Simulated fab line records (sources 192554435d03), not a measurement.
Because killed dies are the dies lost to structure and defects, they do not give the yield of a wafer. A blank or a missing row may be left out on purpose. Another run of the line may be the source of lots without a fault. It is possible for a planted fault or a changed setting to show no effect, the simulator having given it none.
3 desks, one fault / flow n5 finfet / each desk has only its own numbers; what lay behind them comes last

== METROLOGY DESK ==
Lot by lot, what the gauges showed, no matter which tool ran the lot: averages of those sampled wafers that carry a number. A lot is out of limits, marked OUT, if its mean lies more than 4 standard deviations from the usual mean; the brackets give that distance.
Columns: A = cd nm at N5_SD_EPI_N_CD_MEAS_09, usual 119.2 nm; B = SD_N_BLK_OVL at N5_SD_EPI_N_OVL_MEAS_10, usual -0.5 nm
lot=L365; first seen here=day 3 07:44; A=118.8; B=-1.4
lot=L369; first seen here=day 4 06:28; A=119.7; B=-0.4
lot=L379; first seen here=day 6 18:41; A=120.7; B=-1.2
lot=L380; first seen here=day 6 23:16; A=117.8; B=-0.1
lot=L382; first seen here=day 7 18:56; A=118.1; B=-0.6
lot=L385; first seen here=day 8 14:29; A=118.8; B=-1.1
lot=L387; first seen here=day 8 19:14; A=117.6; B=-0.3
This desk found nothing out of limits on any of the 7 lots.

== THE DEFECT DESK ==
Inspection counts along the route, by lot: the mean over sampled wafers that carry a number. A lot is out of limits, marked OUT, if its mean lies more than 4 standard deviations from the usual mean; the brackets give that distance.
Columns: A = raw defect count at N5_SD_EPI_N_INSPECT_11, usual 2.2
lot=L365; first seen here=day 3 07:47; A=1.0
lot=L369; first seen here=day 4 06:32; A=1.7
lot=L379; first seen here=day 6 18:44; A=3.5
lot=L380; first seen here=day 6 23:19; A=0.5
lot=L382; first seen here=day 7 18:59; A=1.7
lot=L385; first seen here=day 8 14:32; A=1.7
lot=L387; first seen here=day 8 19:17; A=1.0
This desk found nothing out of limits on any of the 7 lots.

== TOOL OWNER'S DESK, rie si-02 ==
The tool's own readings at N5_SD_EPI_N_SD_RECESS_17 (chemistry HBr/Cl2/O2, target depth 41 nm, time 23.7 s, bt time 3 s): means of the sampled wafers that have a number, for each lot that ran on this tool. A lot is out of limits, marked OUT, if its mean lies more than 4 standard deviations from the usual mean; the brackets give that distance.
Columns: A = drypump motor current A at N5_SD_EPI_N_SD_RECESS_17, usual 5.6 A; B = oes product au at N5_SD_EPI_N_SD_RECESS_17, usual 0.997 a.u.; C = throttle valve pct at N5_SD_EPI_N_SD_RECESS_17, usual 37.0 %
lot=L369; first seen here=day 4 07:15; A=5.7; B=0.982; C=37.0
lot=L379; first seen here=day 6 19:27; A=5.4; B=0.994; C=36.2
lot=L380; first seen here=day 7 00:02; A=5.3; B=0.987; C=37.0
lot=L382; first seen here=day 7 19:43; A=6.0; B=0.981; C=36.4
This desk found nothing out of limits on any of the 4 lots.

== BROUGHT TOGETHER ==
From the metrology desk's view, nothing was out of limits.
Nothing out of limits was seen by the defect desk.
The tool owner's desk saw nothing out of limits.

== WHAT HAD BEEN PUT IN BY THE SIMULATOR ==
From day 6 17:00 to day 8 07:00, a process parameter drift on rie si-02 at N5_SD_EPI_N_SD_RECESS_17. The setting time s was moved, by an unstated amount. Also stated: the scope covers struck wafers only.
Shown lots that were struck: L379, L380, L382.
